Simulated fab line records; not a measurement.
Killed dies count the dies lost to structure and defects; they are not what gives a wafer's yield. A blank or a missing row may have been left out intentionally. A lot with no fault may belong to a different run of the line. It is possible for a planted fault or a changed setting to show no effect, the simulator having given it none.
fab line records    flow n5_finfet    part 2 of 2: steps 5 to 6 of 6
record lots=24  wafers=72  last_day=18
route steps=1938 shown ZERO_LAYER@15 FIN_SAQP@121 FIN_CUT@174 STI_FIN_REVEAL@183
lots with no fault: from the same line, run without faults
start_h: the number of hours between the record's first day and the start of the first shown wafer of the lot    wait_h: time in hours since the lot's previous step    " as in the row above    L1.1+2: one row covering several wafers at once    - no value, or no start given    * or withheld: withheld    < > ~ a bound
route shown NAME@n: a module of which the file shows steps, and the number in the route of the first    usual: mean/standard deviation taken from wafers without a fault    same: alike in all rows    chamber/n: place in a boat    sites: each site's reading    _std_site: how widely they spread, as a standard deviation    _edge_site: outer sites' mean less inner sites'    radius_mm: how far each site lies from the wafer's centre    mask NAME#n: copy n    behind: the last tool/chamber to shape the wafer    hold: the reason the lot was held/the length of the hold in hours/how it ended    device: names the non-switching transistor (n, p or np)    end of line: tests of these same wafers at the route's end    for a step that has no rows: nothing shown but its recipe    killed: dies that structure and defects cost at the first sort, which is not the same as the wafer's yield    map: a wafer's dies, x killed, . not, _ none there
set.NAME: setting as actually run; set.NAME@STEP: the setting as run at that earlier step    model.NAME: the simulator's own value behind a step, which no gauge read
the route's steps for a sample of lots (tables are steps, rows are wafers)
services: when a tool's chamber went out of use (start_h, in hours from the record's first day, below 0 if earlier), for how many hours, and the reason
## steps
# step N5_FIN_CUT_CUT_ETCH_27
# recipe chemistry=CHF3/O2  target=SiO2  target_depth_a=40  mask_material=SOC  overetch_a=20  time_s=4.9  pressure_mtorr=30  source_w=650  bias_w=170  Ar_flow_sccm=200  CHF3_flow_sccm=50  O2_flow_sccm=5  ion_energy_ev=200
# usual drypump_motor_current_A=5.7/0.49  oes_product_au=0.63/0.073  rf_vpp_V=526/20  showerhead_plenum_p_Torr=2.42/0.079  throttle_valve_pct=18.78/0.19
lot.wafer  tool         chamber  start_h  wait_h  drypump_motor_current_A  oes_product_au  rf_hours_counter_h  rf_vpp_V  showerhead_plenum_p_Torr  throttle_valve_pct
L074.1     rie_diel-01  2        27.88    0.0     5.2                      0.55            236                 536       2.38                      18.83
L074.4     "            0        "        "       5.5                      0.55            -                   533       2.40                      19.10
L074.6     "            1        "        "       5.4                      0.54            -                   537       2.40                      18.98
L075.2     rie_diel-03  0        33.02    0.0     6.0                      0.71            17                  544       2.44                      18.67
L075.3     "            2        "        "       5.8                      0.66            63                  514       2.45                      18.65
L075.6     "            1        "        "       6.6                      0.64            -                   539       2.40                      18.70
L076.1     rie_diel-05  0        40.70    0.0     5.1                      0.60            149                 487       2.31                      18.66
L076.3     "            1        "        "       6.0                      0.55            207                 526       2.48                      18.67
L076.6     "            1        "        "       6.0                      0.55            -                   527       2.48                      18.66
L077.2     rie_diel-05  0        47.46    0.0     5.1                      0.60            150                 486       2.31                      18.65
L077.4     "            2        "        "       5.0                      0.71            31                  535       2.33                      18.59
L077.6     "            2        "        "       5.0                      0.72            -                   534       2.33                      18.59
L078.2     rie_diel-03  0        52.44    0.0     6.0                      0.70            23                  547       2.44                      18.68
L078.3     "            1        "        "       6.6                      0.63            116                 537       2.40                      18.72
L078.5     "            2        "        "       5.8                      0.66            -                   515       2.45                      18.66
L079.1     rie_diel-05  2        57.46    0.0     5.0                      0.72            33                  532       2.33                      18.62
L079.5     "            3        "        "       5.8                      0.59            -                   553       2.52                      19.18
L079.6     "            2        "        "       5.1                      0.72            -                   533       2.33                      18.61
L080.1     rie_diel-01  3        64.39    0.0     6.1                      0.74            9                   496       2.49                      18.80
L080.3     "            0        "        "       5.5                      0.54            255                 533       2.39                      19.11
L080.5     "            0        "        "       5.5                      0.54            -                   532       2.39                      19.11
L081.1     rie_diel-01  2        69.98    0.0     5.3                      0.54            252                 536       2.37                      18.84
L081.2     "            3        "        "       6.0                      0.74            11                  497       2.49                      18.80
L081.4     "            0        "        "       5.5                      0.54            -                   533       2.39                      19.10
L082.2     rie_diel-01  0        75.54    0.0     5.5                      0.54            259                 533       2.39                      19.09
L082.3     "            2        "        "       5.3                      0.54            255                 536       2.37                      18.85
L082.4     "            3        "        "       6.0                      0.74            -                   497       2.49                      18.82
L083.1     rie_diel-05  2        83.41    0.0     5.1                      0.70            40                  534       2.33                      18.62
L083.5     "            0        "        "       5.1                      0.59            -                   486       2.31                      18.66
L083.6     "            2        "        "       5.0                      0.70            -                   533       2.33                      18.64
L084.3     rie_diel-03  0        87.28    0.0     6.0                      0.69            34                  546       2.43                      18.71
L084.4     "            1        "        "       6.6                      0.62            129                 539       2.39                      18.75
L084.6     "            3        "        "       6.5                      0.76            -                   515       2.59                      18.71
L085.1     rie_diel-05  1        95.92    0.0     5.9                      0.55            223                 527       2.47                      18.68
L085.3     "            3        "        "       5.8                      0.58            179                 553       2.51                      19.19
L085.5     "            0        "        "       5.1                      0.58            -                   486       2.31                      18.68
L086.1     rie_diel-03  3        100.48   0.0     6.6                      0.75            7                   515       2.59                      18.71
L086.3     "            0        "        "       6.0                      0.69            37                  547       2.43                      18.71
L086.6     "            1        "        "       6.6                      0.62            -                   538       2.39                      18.75
L087.2     rie_diel-03  2        105.68   0.0     5.8                      0.63            86                  515       2.44                      18.68
L087.5     "            1        "        "       6.6                      0.63            -                   537       2.39                      18.76
L087.6     "            2        "        "       5.8                      0.64            -                   514       2.44                      18.68
L088.1     rie_diel-03  3        111.73   0.0     6.5                      0.75            10                  515       2.59                      18.71
L088.4     "            0        "        "       6.0                      0.68            41                  547       2.43                      18.71
L088.5     "            2        "        "       5.8                      0.64            -                   513       2.44                      18.68
L089.1     rie_diel-03  3        117.82   0.0     6.5                      0.74            12                  517       2.59                      18.72
L089.4     "            2        "        "       5.8                      0.63            89                  513       2.44                      18.69
L089.6     "            3        "        "       6.5                      0.73            -                   516       2.59                      18.72
L090.3     rie_diel-05  1        124.85   0.0     6.0                      0.54            231                 524       2.47                      18.69
L090.4     "            2        "        "       5.0                      0.69            52                  534       2.33                      18.65
L090.6     "            0        "        "       5.2                      0.58            -                   486       2.30                      18.68
L091.2     rie_diel-05  1        130.53   0.0     6.0                      0.54            232                 525       2.47                      18.69
L091.3     "            0        "        "       5.1                      0.57            172                 485       2.30                      18.68
L091.5     "            2        "        "       5.1                      0.69            -                   535       2.32                      18.65
L092.1     rie_diel-05  1        136.73   0.0     6.0                      0.54            234                 525       2.47                      18.70
L092.2     "            3        "        "       5.8                      0.57            190                 553       2.51                      19.22
L092.5     "            0        "        "       5.1                      0.57            -                   487       2.30                      18.69
L093.3     rie_diel-01  0        141.57   0.0     5.5                      0.73            10                  533       2.38                      18.66
L093.5     "            2        "        "       5.2                      0.76            -                   535       2.37                      18.51
L093.6     "            1        "        "       5.4                      0.71            -                   536       2.39                      18.48
L094.2     rie_diel-05  0        148.16   0.0     5.1                      0.57            178                 486       2.30                      18.70
L094.3     "            3        "        "       5.8                      0.58            192                 553       2.51                      19.23
L094.6     "            1        "        "       5.9                      0.54            -                   526       2.47                      18.71
L095.2     rie_diel-05  0        153.89   0.0     5.1                      0.58            180                 487       2.30                      18.70
L095.5     "            3        "        "       5.8                      0.57            -                   554       2.51                      19.22
L095.6     "            0        "        "       5.1                      0.58            -                   484       2.30                      18.69
L096.4     rie_diel-01  0        159.55   0.0     5.5                      0.72            17                  532       2.38                      18.66
L096.5     "            3        "        "       6.1                      0.70            -                   498       2.48                      18.85
L096.6     "            2        "        "       5.2                      0.74            -                   537       2.36                      18.53
L097.2     rie_diel-03  3        166.93   0.0     6.5                      0.72            26                  515       2.58                      18.72
L097.3     "            2        "        "       5.8                      0.62            105                 514       2.43                      18.72
L097.6     "            2        "        "       5.8                      0.62            -                   514       2.43                      18.71
# step N5_STI_FIN_REVEAL_ALD_00
# recipe material=SiO2  target_thk_a=10  temp_c=300  ald_precursor_family=BDEAS  ald_co_reactant=O2-plasma  pulse_time_s=1  pressure_torr=2
# usual heater_power_outer_w=266/28  heater_power_w=470/44  precursor_pulse_height_rel=1.000/0.022
lot.wafer  tool        chamber  start_h  wait_h  heater_power_outer_w  heater_power_w  precursor_pulse_height_rel
L074.1     ald_sin-01  0        28.96    0.4     302                   539             1.020
L074.4     "           1        "        "       257                   460             1.002
L074.6     "           3        "        "       250                   433             1.032
L075.2     ald_sin-01  2        33.49    0.0     286                   462             1.021
L075.3     "           1        "        "       254                   446             0.954
L075.6     "           2        "        "       274                   465             0.988
L076.1     ald_sin-01  3        41.58    0.3     255                   440             1.027
L076.3     "           1        "        "       247                   451             1.035
L076.6     "           3        "        "       250                   430             1.020
L077.2     ald_sin-01  3        48.04    0.1     250                   445             1.030
L077.4     "           2        "        "       281                   470             0.997
L077.6     "           2        "        "       278                   475             1.033
L078.2     ald_sin-01  2        53.93    1.1     281                   464             0.976
L078.3     "           1        "        "       251                   458             1.039
L078.5     "           0        "        "       292                   529             0.999
L079.1     ald_sin-03  0        58.47    0.5     317                   573             0.996
L079.5     "           1        "        "       263                   517             0.997
L079.6     "           0        "        "       329                   571             1.011
L080.1     ald_sin-04  3        64.86    0.0     316                   562             1.019
L080.3     "           0        "        "       227                   435             0.970
L080.5     "           2        "        "       255                   473             0.990
L081.1     ald_sin-01  1        71.11    0.7     249                   448             1.008
L081.2     "           3        "        "       254                   442             0.985
L081.4     "           0        "        "       299                   524             1.041
L082.2     ald_sin-04  0        76.00    0.0     223                   420             0.990
L082.3     "           2        "        "       252                   470             1.023
L082.4     "           1        "        "       235                   414             1.011
L083.1     ald_sin-01  0        84.32    0.5     295                   516             1.014
L083.5     "           2        "        "       281                   466             1.029
L083.6     "           3        "        "       252                   431             1.015
L084.3     ald_sin-04  2        89.73    1.9     255                   475             0.997
L084.4     "           3        "        "       329                   560             1.014
L084.6     "           3        "        "       325                   560             0.989
L085.1     ald_sin-04  2        97.58    1.0     252                   466             0.982
L085.3     "           0        "        "       234                   441             1.010
L085.5     "           3        "        "       329                   546             0.985
L086.1     ald_sin-04  1        100.95   0.0     235                   431             0.981
L086.3     "           2        "        "       261                   473             0.998
L086.6     "           2        "        "       253                   474             0.998
L087.2     ald_sin-04  2        106.15   0.0     262                   477             0.980
L087.5     "           1        "        "       234                   426             1.000
L087.6     "           0        "        "       234                   436             1.010
L088.1     ald_sin-01  0        113.21   1.1     287                   531             1.024
L088.4     "           1        "        "       250                   444             0.978
L088.5     "           3        "        "       258                   452             0.991
L089.1     ald_sin-04  1        118.65   0.4     229                   412             1.050
L089.4     "           3        "        "       325                   550             0.979
L089.6     "           2        "        "       259                   483             1.017
L090.3     ald_sin-04  3        125.31   0.0     327                   558             1.003
L090.4     "           0        "        "       233                   434             1.002
L090.6     "           3        "        "       327                   561             1.006
L091.2     ald_sin-01  1        131.02   0.1     247                   447             0.988
L091.3     "           3        "        "       258                   453             1.017
L091.5     "           0        "        "       283                   512             0.963
L092.1     ald_sin-01  2        138.71   1.5     259                   436             0.995
L092.2     "           3        "        "       263                   456             1.021
L092.5     "           1        "        "       252                   445             1.004
L093.3     ald_sin-01  2        142.04   0.0     259                   431             0.964
L093.5     "           2        "        "       250                   429             1.017
L093.6     "           3        "        "       262                   462             1.046
L094.2     ald_sin-01  3        149.25   0.7     269                   461             1.003
L094.3     "           0        "        "       287                   522             1.003
L094.6     "           2        "        "       262                   444             1.040
L095.2     ald_sin-04  2        154.68   0.4     260                   472             0.960
L095.5     "           1        "        "       238                   430             1.010
L095.6     "           0        "        "       234                   453             0.990
L096.4     ald_sin-01  1        160.03   0.0     252                   439             0.963
L096.5     "           1        "        "       253                   434             0.963
L096.6     "           0        "        "       289                   520             1.010
L097.2     ald_sin-01  2        167.47   0.0     261                   433             1.019
L097.3     "           3        "        "       265                   467             0.978
L097.6     "           2        "        "       260                   432             1.016
## services
tool         chamber  start_h  hours  kind
ald_sin-04   1        -6.68    74.8   repair
ald_sin-04   -        -6.10    14.0   pm
rie_si-02    0        18.98    2.7    repair
rie_diel-01  1        20.02    4.9    repair
rie_diel-06  -        25.96    1.4    repair
rie_diel-01  1        50.43    1.8    repair
rie_diel-01  0        50.97    8.6    repair
rie_diel-05  2        52.48    3.9    repair
rie_diel-06  0        56.88    6.4    repair
rie_si-02    -        65.70    2.8    pm
rie_diel-06  3        67.20    121.0  repair
rie_diel-01  2        76.26    18.7   repair
rie_diel-05  3        77.89    10.9   repair
rie_diel-03  0        77.97    4.1    repair
ald_sin-01   -        85.25    14.0   pm
rie_diel-01  3        87.47    5.0    repair
rie_si-03    1        94.00    6.1    repair
rie_diel-01  -        116.47   2.8    pm
rie_diel-05  0        118.41   3.1    repair
rie_diel-03  -        134.45   2.8    pm
rie_diel-05  -        139.00   2.8    pm
rie_si-02    1        141.54   4.6    repair
ald_sin-04   3        148.02   13.1   repair
rie_diel-05  3        158.44   5.2    repair
